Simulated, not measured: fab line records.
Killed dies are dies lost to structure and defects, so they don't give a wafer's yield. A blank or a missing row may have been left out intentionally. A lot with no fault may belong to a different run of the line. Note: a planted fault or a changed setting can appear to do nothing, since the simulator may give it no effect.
Matching of chambers | flow nandHarc | rieDiel-06 running NHARC_A_STAIRCASE_TRIM_20: 4 sister chambers
The step chemistry O2, time 211.2 s. 4 wafers are shown with their chamber, then 10 later ones without.

== WAFERS WITH THEIR CHAMBER ==
wafer  | chamber | showerheadPlenumPTorr (Torr)
L087.1 | 3       | 3.77
L087.3 | 0       | 3.74
L090.3 | 2       | 3.77
L090.4 | 1       | 3.42

== WAFERS WITHOUT THEIR CHAMBER ==
wafer  | showerheadPlenumPTorr (Torr)
L090.5 | 3.73
L091.1 | 3.73
L091.2 | 3.42
L091.6 | 3.77
L093.1 | 3.76
L093.5 | 3.42
L093.6 | 3.73
L094.1 | 3.72
L094.4 | 3.76
L094.6 | 3.76

== EACH ONE'S CHAMBER ==
wafer  | from the rows above          | in truth
L090.5 | 0                            | 0
L091.1 | 0                            | 0
L091.2 | 1                            | 1
L091.6 | can't be placed: 2 or 3      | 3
L093.1 | can't be placed: 2 or 3 or 0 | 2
L093.5 | 1                            | 1
L093.6 | 0                            | 0
L094.1 | 0                            | 0
L094.4 | can't be placed: 2 or 3 or 0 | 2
L094.6 | can't be placed: 2 or 3 or 0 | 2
Correctly placed: 6 of 10. Not placeable from these rows: 4 (in 4, the candidates include the true chamber). 0 placed wrongly.
How it was worked out, from the rows above alone: a wafer's distance from a chamber is the root of the sum, over the readings, of the square of ((its reading less the chamber's mean) divided by the reading's scatter). If the next closest chamber is less than 2 further off than the closest, the wafer can't be placed; otherwise it belongs to the closest. The mean given for a chamber averages the wafers shown for that chamber. The scatter: root of mean squared gap, hidden wafer to nearest shown wafer, with one shown wafer a chamber.
